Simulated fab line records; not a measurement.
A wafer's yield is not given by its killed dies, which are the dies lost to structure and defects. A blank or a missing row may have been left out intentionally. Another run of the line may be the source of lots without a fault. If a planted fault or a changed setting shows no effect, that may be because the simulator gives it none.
A struck lot beside a sound one -- flow nand_harc -- 14 out of 1302 route steps
Sound: these wafers, L690.1, L690.2, L690.6. Struck: wafers L697.2, L697.5. (L697.1 of the same lot was not struck and is left out.) The cause comes at the end.
Each step with rows lists, per side, the tool, then ch with its chambers, then its first start. Under that, the readings that differ: sound wafers -- struck wafers -- difference of the means -- sigmas: that difference in standard deviations of wafers without a fault.
alike: words and numbers the same on both sides, and readings whose means are apart by under 2 such deviations; not compared: readings that were withheld, readings missing a value for some wafer, numbers with overlapping values and no deviation given by the record, and bounds like >300 which may hide the same value.
The two part at a step that has a row with sigmas, a row that says differs or no value, or rows on one side only. When numbers do not overlap yet have no deviation, they are printed without sigmas and do not part them. A reading missing from all wafers of one side parts the sides only when that side holds two or more wafers.

NHARC_A_DECK1_JOINT_CMP_02: polishes SiOx.
  sound on cmp-04 ch 1,2,3, day 12 15:48; struck on cmp-03 ch 1,3, day 15 18:46
  alike: motor_current_A, slurry_flow_ml_min
after that, 1 step had no rows for these wafers: NHARC_A_DECK1_JOINT_SRD_15.
NHARC_A_DECK1_JOINT_DEP_16: deposits SiO2, target thk 45 nm.
  sound on pecvd-02 ch 1,2, day 12 16:14; struck on pecvd-01 ch 1,2, day 15 19:08
  alike: heater_power_w, throttle_valve_pct
NHARC_A_DECK1_JOINT_THK_MEAS_17: measures by ellipsometry.
  sound on film_metro-02 at day 12 16:29; struck on film_metro-01 at day 15 19:25
  alike: thk_nm
NHARC_A_DECK1_JOINT_INSPECT_05:
  sound on defect_inspect-01 at day 12 16:31; struck on defect_inspect-02 at day 15 19:27
  alike: raw_defect_count
after that, 1 step with no rows for these wafers: NHARC_A_ONON_D2_DEP_00 (target thk 1000 nm).
NHARC_A_ONON_D2_THK_MEAS_02: measures by ellipsometry.
  sound on film_metro-02 at day 12 17:05; struck on film_metro-01 at day 15 20:01
  alike: thk_nm
after that, 1 step with no rows for these wafers: NHARC_A_ONON_D2_DEP_03 (target thk 1000 nm).
NHARC_A_ONON_D2_THK_MEAS_05: measures by ellipsometry.
  sound on film_metro-02 at day 12 17:40; struck on film_metro-02 at day 15 20:36
reading,sound,struck,difference,sigmas
thk_nm (nm),1002 1004 1003,978 979,-24,-2
after that, 1 step with no rows for these wafers: NHARC_A_ONON_D2_DEP_06 (target thk 1000 nm).
NHARC_A_ONON_D2_THK_MEAS_08: measures by ellipsometry.
  sound on film_metro-01 at day 12 18:14; struck on film_metro-02 at day 15 21:10
  alike: thk_nm
NHARC_A_ONON_D2_DEP_09: target thk 1000 nm.
  sound on pecvd_onon-04 ch 0, day 12 18:17; struck on pecvd_onon-01 ch 0, day 15 21:13
NHARC_A_ONON_D2_THK_MEAS_11: measures by ellipsometry.
  sound on film_metro-02 at day 12 18:49; struck on film_metro-01 at day 15 21:43
reading,sound,struck,difference,sigmas
thk_nm (nm),1017 1017 1018,676 676,-341,-34
after that, 1 step with no rows for these wafers: NHARC_A_ONON_D2_DEP_12 (target thk 1000 nm).

WHERE THEY PART
Last at NHARC_A_ONON_D2_THK_MEAS_11 as far as this record goes, first at NHARC_A_ONON_D2_THK_MEAS_05.

WHY: what the simulator had put in
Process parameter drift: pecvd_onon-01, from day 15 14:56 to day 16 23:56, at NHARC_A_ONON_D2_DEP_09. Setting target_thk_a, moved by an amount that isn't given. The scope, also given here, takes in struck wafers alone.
